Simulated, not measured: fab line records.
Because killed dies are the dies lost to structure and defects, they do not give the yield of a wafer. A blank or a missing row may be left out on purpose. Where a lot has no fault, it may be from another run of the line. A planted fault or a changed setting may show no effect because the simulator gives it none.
The tool behind it: which one? / flow nand harc / 42 wafers from 14 lots sampled at 2 of the route's 1159 steps

WHAT EACH GAUGE READ, for each wafer
NHARC_A_CONTACT_CD_MEAS_08: target cd 100 nm.
lot=L682; measured=day 17 19:39; on=cd sem-02; cd nm (nm)=100.7 99.8 99.7
lot=L684; measured=day 18 01:38; on=cd sem-01; cd nm (nm)=99.2 99.4 99.5
lot=L685; measured=day 19 03:40; on=cd sem-03; cd nm (nm)=100.4 99.8 100.1
lot=L687; measured=day 19 11:22; on=cd sem-03; cd nm (nm)=100.1 100.4 99.9
lot=L688; measured=day 19 12:47; on=cd sem-02; cd nm (nm)=100.1 99.9 99.6
lot=L689; measured=day 19 14:59; on=cd sem-01; cd nm (nm)=99.3 99.0 99.5
lot=L692; measured=day 21 05:05; on=cd sem-03; cd nm (nm)=101.0 100.7 100.3
lot=L699; measured=day 21 15:23; on=cd sem-02; cd nm (nm)=99.9 99.8 99.3
lot=L695; measured=day 22 02:01; on=cd sem-01; cd nm (nm)=100.8 100.0 100.3
lot=L700; measured=day 22 12:43; on=cd sem-03; cd nm (nm)=99.5 99.6 100.1
lot=L703; measured=day 22 18:53; on=cd sem-03; cd nm (nm)=100.1 100.2 100.3
lot=L702; measured=day 22 20:10; on=cd sem-01; cd nm (nm)=98.9 99.2 99.6
lot=L701; measured=day 22 21:32; on=cd sem-01; cd nm (nm)=99.5 99.5 99.9
lot=L704; measured=day 23 10:37; on=cd sem-03; cd nm (nm)=99.7 100.3 100.1

NHARC_A_CONTACT_OVL_MEAS_09.
lot=L682; measured=day 17 19:44; on=overlay-01; overlay x nm (nm)=-0.7 0.1 -0.4; overlay y nm (nm)=0.5 0.7 0.1
lot=L684; measured=day 18 01:44; on=overlay-02; overlay x nm (nm)=-0.7 -0.1 -0.4; overlay y nm (nm)=-1.0 -1.4 -1.3
lot=L685; measured=day 19 03:45; on=overlay-01; overlay x nm (nm)=-0.7 -0.7 -1.5; overlay y nm (nm)=-1.1 -1.2 -1.5
lot=L687; measured=day 19 11:28; on=overlay-01; overlay x nm (nm)=0.2 0.2 0.2; overlay y nm (nm)=-0.2 0.0 0.2
lot=L688; measured=day 19 12:53; on=overlay-02; overlay x nm (nm)=1.1 0.9 1.5; overlay y nm (nm)=0.7 1.0 0.8
lot=L689; measured=day 19 15:04; on=overlay-02; overlay x nm (nm)=-0.7 -1.1 -0.9; overlay y nm (nm)=0.9 0.6 -0.1
lot=L692; measured=day 21 05:10; on=overlay-02; overlay x nm (nm)=0.0 -0.1 0.0; overlay y nm (nm)=-0.4 -0.3 0.2
lot=L699; measured=day 21 15:29; on=overlay-02; overlay x nm (nm)=0.8 0.7 0.5; overlay y nm (nm)=1.1 0.1 0.6
lot=L695; measured=day 22 02:06; on=overlay-02; overlay x nm (nm)=-0.3 -0.1 -0.4; overlay y nm (nm)=1.4 1.9 1.8
lot=L700; measured=day 22 12:48; on=overlay-01; overlay x nm (nm)=-0.7 -0.8 -0.7; overlay y nm (nm)=1.1 0.7 1.7
lot=L703; measured=day 22 18:58; on=overlay-02; overlay x nm (nm)=0.3 0.0 0.7; overlay y nm (nm)=-1.4 -1.6 -1.5
lot=L702; measured=day 22 20:16; on=overlay-02; overlay x nm (nm)=-0.1 0.3 -0.1; overlay y nm (nm)=0.6 0.8 1.0
lot=L701; measured=day 22 21:37; on=overlay-02; overlay x nm (nm)=0.2 -0.2 -0.4; overlay y nm (nm)=1.0 1.3 1.2
lot=L704; measured=day 23 10:43; on=overlay-02; overlay x nm (nm)=-1.3 -1.0 -0.4; overlay y nm (nm)=-1.3 -1.4 -0.7

WHICH TOOL RAN EACH LOT (tool, then ch and the chambers of the sampled wafers, then the start)
Record: no process step prior to these readings.

AS READ BY THE TOOLS THEMSELVES (means over the sampled wafers that have a number; for cases with no such wafer, the mark the record gives instead)
The record holds no such reading with a usual standard deviation.

THE ANSWER, worked out from the rows above alone
Rule: what is usual is taken from the lots themselves. Put in order of their means at a reading, lots are off if they are a third of the lots or fewer, leave a main group of 4 or more, and stand apart from it by a gap of 3 or more times the standard deviation of the main group's means; of several such gaps the widest counts. Not used: any main group whose means are identical at the precision the tables above print for the reading. A lot without any number at a reading at which 4 lots or more have one is off too. Any other lot the step has rows for is counted as sound. Order of review: gauges by route order, followed by the tools' own readings, for which a lot's mean as printed above is used. The first step at which some lot is off is used, and at that step the reading that is off furthest; a lot without a number counts as furthest.
No lot is off on any of the readings shown, so nothing can be concluded from this.

WHAT THE SIMULATOR HAD PUT IN
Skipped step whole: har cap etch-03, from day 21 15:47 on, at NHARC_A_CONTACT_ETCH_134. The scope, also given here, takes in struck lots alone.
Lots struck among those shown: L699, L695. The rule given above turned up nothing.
